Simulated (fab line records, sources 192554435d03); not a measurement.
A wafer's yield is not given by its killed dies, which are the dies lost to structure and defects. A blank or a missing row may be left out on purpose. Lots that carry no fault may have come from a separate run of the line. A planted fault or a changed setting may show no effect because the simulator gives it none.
Which tool was responsible? -- flow n5Finfet -- Sampling: 11 lots, 33 wafers, 2 of 1938 route steps

WHAT THE GAUGES READ, wafer by wafer
N5_BEOL_M12_THK_MEAS_50: measures by xrf. Usual: M12_THK typically reads 324 nm, with standard deviation 5.9.
lot,measured,on,M12_THK (nm),flag
L689,day 11 21:34,filmMetro-01,335 335 322,
L696,day 12 22:11,filmMetro-02,325 322 337,
L697,day 13 07:05,filmMetro-01,318 329 316,
L695,day 13 17:04,filmMetro-02,320 316 334,
L694,day 13 17:21,filmMetro-01,331 333 312,
L699,day 13 18:13,filmMetro-02,335 334 320,
L698,day 14 00:37,filmMetro-02,313 316 310,
L705,day 14 21:24,filmMetro-02,321 323 331,
L706,day 16 02:21,filmMetro-01,322 331 335,
L709,day 16 12:49,filmMetro-02,320 327 323,
L712,day 17 11:20,filmMetro-01,320 324 317,

WHICH TOOL RAN EACH LOT (tool, then ch and the chambers of the sampled wafers, then the start)
lot,N5_BEOL_M12_CMP_49
L689,"cmp-04 ch 2,3, day 11 21:16"
L696,"cmp-04 ch 0,1,3, day 12 22:00"
L697,"cmp-04 ch 2,3, day 13 06:50"
L695,"cmp-02 ch 0,1,2, day 13 16:48"
L694,"cmp-02 ch 0,2,3, day 13 17:03"
L699,"cmp-04 ch 1,2, day 13 17:57"
L698,"cmp-02 ch 0,2,3, day 14 00:20"
L705,"cmp-02 ch 0,1, day 14 21:09"
L706,"cmp-02 ch 2,3, day 16 02:03"
L709,"cmp-04 ch 0,2,3, day 16 12:31"
L712,"cmp-04 ch 0,3, day 17 11:05"
- N5_BEOL_M12_CMP_49: polishes, stops on SiOC, t overpolish 20.6 s, target thk 320 nm.

AS READ BY THE TOOLS THEMSELVES (means over the sampled wafers that have a number; for cases with no such wafer, the mark the record gives instead)
N5_BEOL_M12_CMP_49. Usual: barrierFieldEndpointS 30.3 s, standard deviation 0.76; motorCurrentA 6.5 A, standard deviation 0.8; overpolishRunS 20.599 s, standard deviation 0.0089; slurryFlowMlMin 150.0, standard deviation 0.49.
lot,tool,barrierFieldEndpointS (s),motorCurrentA (A),overpolishRunS (s),slurryFlowMlMin,flag
L689,cmp-04,30.6,6.5,20.600,150.4,
L696,cmp-04,30.2,6.8,20.602,150.1,
L697,cmp-04,31.1,7.3,20.599,149.9,
L695,cmp-02,30.6,6.6,20.588,149.6,
L694,cmp-02,30.3,6.7,20.596,149.7,
L699,cmp-04,31.3,5.9,20.602,149.9,
L698,cmp-02,30.2,6.8,20.603,149.9,
L705,cmp-02,29.9,6.3,20.607,150.1,
L706,cmp-02,30.8,6.8,20.594,149.8,
L709,cmp-04,28.8,6.4,20.599,150.2,
L712,cmp-04,29.6,6.6,20.594,150.1,

THE ANSWER, worked out from the rows above alone
Rule: a lot counts as off when the mean over its wafers that have a number is more than 3 standard deviations away from the usual mean. Also off: a lot with no number at a reading for which 4 or more lots have one. Any other lot the step has rows for is counted as sound. Order of review: gauges by route order, followed by the tools' own readings, for which a lot's mean as printed above is used. At the first step where some lot is off, the reading lying furthest off is the one used; lots without a number count as furthest.
None of the lots is off at any reading shown; this tells nothing.

WHAT WAS PUT IN BY THE SIMULATOR
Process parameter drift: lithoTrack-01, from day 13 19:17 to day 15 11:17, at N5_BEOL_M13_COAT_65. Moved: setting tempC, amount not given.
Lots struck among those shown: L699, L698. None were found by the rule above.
